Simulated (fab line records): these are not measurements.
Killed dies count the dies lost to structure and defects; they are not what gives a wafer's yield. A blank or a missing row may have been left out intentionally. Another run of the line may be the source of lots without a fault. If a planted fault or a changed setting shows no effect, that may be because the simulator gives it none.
Chamber matching + flow n5-finfet + pecvd-04 running N5_BEOL_M5_DEP_56: 3 sister chambers
The step deposits SiCN from 3MS/NH3, target thk 8 nm, time 14 s. 6 wafers are shown with their chamber, then 9 later ones without.

## WAFERS PAIRED WITH THEIR CHAMBERS
| wafer  | chamber | throttle-valve-pct (%) | showerhead-plenum-p-Torr (Torr) |
|--------|---------|------------------------|---------------------------------|
| L079.3 | 1       | 9.6                    | 3.691                           |
| L083.5 | 2       | 8.9                    | 3.660                           |
| L083.6 | 0       | 8.9                    | 3.666                           |
| L085.2 | 0       | 9.0                    | 3.676                           |
| L085.5 | 2       | 8.7                    | 3.670                           |
| L085.6 | 1       | 9.4                    | 3.689                           |

## WAFERS WHOSE CHAMBER IS MISSING
| wafer  | throttle-valve-pct (%) | showerhead-plenum-p-Torr (Torr) |
|--------|------------------------|---------------------------------|
| L089.1 | 8.8                    | 3.673                           |
| L089.4 | 9.1                    | 3.672                           |
| L089.5 | 9.1                    | 3.659                           |
| L092.1 | 9.5                    | 3.686                           |
| L092.2 | 9.0                    | 3.664                           |
| L092.3 | 8.5                    | 3.666                           |
| L095.2 | 9.7                    | 3.697                           |
| L095.3 | 8.8                    | 3.667                           |
| L095.4 | 8.9                    | 3.665                           |

## WHICH CHAMBER EACH WENT THROUGH
| wafer  | from the rows above     | in truth |
|--------|-------------------------|----------|
| L089.1 | can't be placed: 0 or 2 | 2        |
| L089.4 | can't be placed: 0 or 2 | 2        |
| L089.5 | can't be placed: 0 or 2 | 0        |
| L092.1 | 1                       | 1        |
| L092.2 | can't be placed: 0 or 2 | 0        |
| L092.3 | can't be placed: 2 or 0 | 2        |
| L095.2 | 1                       | 1        |
| L095.3 | can't be placed: 2 or 0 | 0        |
| L095.4 | can't be placed: 2 or 0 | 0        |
Placed correctly: 2 of 9. These rows do not allow placing 7 (true chamber among the candidates in 7). Wrongly placed: 0.
How it was worked out, from the rows above alone: a wafer's distance from a chamber is the root of the sum, over the readings, of the square of ((its reading less the chamber's mean) divided by the reading's scatter). If the next closest chamber is less than 2 further off than the closest, the wafer can't be placed; otherwise it belongs to the closest. For every chamber, the mean is computed from those of its wafers that are shown. The scatter: take each reading less its chamber's mean, square it, sum over the shown wafers, divide by the number of wafers less the number of chambers, and take the root.
